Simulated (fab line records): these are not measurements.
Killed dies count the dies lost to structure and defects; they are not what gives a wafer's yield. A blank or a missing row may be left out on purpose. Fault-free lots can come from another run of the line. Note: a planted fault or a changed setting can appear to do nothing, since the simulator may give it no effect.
Split-lot study + flow n5 finfet + 7 lots, 21 wafers read, on a route of 1938 steps

== ON THE SPLIT ==
At N5_BEOL_M3_ETCH_70 (etches SOC in N2/H2, target depth 80 nm, overetch 16 nm, time 120 s), the setting time s was moved away from the recipe's 120 s on 8 of the 21 wafers read, by -22.5% to +11.7%. This setting was run at the recipe's value on the other wafers.

The reading is taken at the split's own step.

== THE READING ==
SiARC_of_BEOL_M3_COAT_68.thk nm (the simulator's own value, which no gauge read), in nm, at N5_BEOL_M3_ETCH_70 (etches SOC in N2/H2, target depth 80 nm, overetch 16 nm, time 120 s). No usual value for it is given in the file. Average 6.3 nm, standard deviation 0.14 nm, over the 13 wafers here run with the recipe.

| wafer  | tool, chamber at the split | time s as run, s | against the recipe | SiARC_of_BEOL_M3_COAT_68.thk nm, nm | against lot-mates on the recipe |
|--------|----------------------------|------------------|--------------------|-------------------------------------|---------------------------------|
| L076.2 | rie diel-03, 3,0,3         | 120              | recipe             | 6.4                                 | -                               |
| L076.3 | rie diel-03, 3,0,3         | 120              | recipe             | 6.4                                 | -                               |
| L076.6 | rie diel-03, 3,0,3         | 120              | recipe             | 6.4                                 | -                               |
| L077.1 | rie diel-01, 3             | 120              | recipe             | 6                                   | -                               |
| L077.3 | rie diel-01, 1             | 120              | recipe             | 6.2                                 | -                               |
| L077.5 | rie diel-01, 0             | 128.5            | +7.1%              | 6                                   | -0.1                            |
| L089.1 | rie diel-03, 3             | 120              | recipe             | 6.6                                 | -                               |
| L089.4 | rie diel-03, 1,3           | 120              | recipe             | 6.4                                 | -                               |
| L089.5 | rie diel-03, 1,3           | 120              | recipe             | 6.4                                 | -                               |
| L090.2 | rie diel-01, 3             | 93.04            | -22.5%             | 7.4                                 | no lot-mate on the recipe       |
| L090.3 | rie diel-01, 2             | 93.04            | -22.5%             | 7.6                                 | no lot-mate on the recipe       |
| L090.6 | rie diel-01, 2             | 93.04            | -22.5%             | 7.6                                 | no lot-mate on the recipe       |
| L095.1 | rie diel-03, 2,1           | 120              | recipe             | 6.4                                 | -                               |
| L095.2 | rie diel-03, 2,1           | 120              | recipe             | 6.4                                 | -                               |
| L095.5 | rie diel-03, 1             | 96.66            | -19.4%             | 7.4                                 | +1.0                            |
| L094.1 | rie diel-04, 0             | 120              | recipe             | 6.2                                 | -                               |
| L094.2 | rie diel-04, 1             | 134              | +11.7%             | 5.8                                 | -0.4                            |
| L094.3 | rie diel-04, 2             | 134              | +11.7%             | 5.6                                 | -0.6                            |
| L097.4 | rie diel-04, 2             | 97.72            | -18.6%             | 7.4                                 | +1.1                            |
| L097.5 | rie diel-04, 0             | 120              | recipe             | 6.2                                 | -                               |
| L097.6 | rie diel-04, 1             | 120              | recipe             | 6.4                                 | -                               |
Rows listing several chambers each stand for several wafers; the file does not say which wafer went through which chamber.

FIT RESULTS
A straight line over all 21 wafers: SiARC_of_BEOL_M3_COAT_68.thk nm changes by -0.0539 nm for each +1% of time s; r = -0.98; the points scatter about the line by 0.13 nm.
The same after taking each lot's own level away (the mean of its wafers on the recipe; 18 wafers): -0.0497 nm for each +1%; r = -0.97; scatter 0.1 nm.
On that fit, the largest move of time s shifts the reading by 1.1 nm.
The span of the lots' own levels, 6.10 to 6.47 nm, comes to 2.5 times the standard deviation stated above.
Hence the lot-to-lot level has little effect on the slope; both slopes agree.
Check: with one of the wafers moved furthest among these (-19.4%) left out of the fit, the line predicts +1 nm for it against its lot-mates. It came out at +1 nm against them.

== FURTHER SPLITS ON THESE WAFERS ==
Before the reading, these wafers also passed through other splits. Each is held against what the fit with the lots' levels taken away leaves over:
| other split on the same wafers | wafers away from the commonest value | r with SiARC_of_BEOL_M3_COAT_68.thk nm (lot level and that fit taken away) |
|--------------------------------|--------------------------------------|----------------------------------------------------------------------------|
| N5_BEOL_M1_ETCH_74 bias w      | 4                                    | -0.05                                                                      |
| N5_BEOL_M1_COAT_68 spin rpm    | 5                                    | -0.07                                                                      |
| N5_BEOL_M2_COAT_67 spin rpm    | 6                                    | -0.08                                                                      |
| N5_BEOL_M2_COAT_68 spin rpm    | 3                                    | +0.22                                                                      |

== THE FILE'S OWN FIT ==
SiARC_of_BEOL_M3_COAT_68.thk nm changes by -0.051 nm for each +1% of time s, r = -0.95.
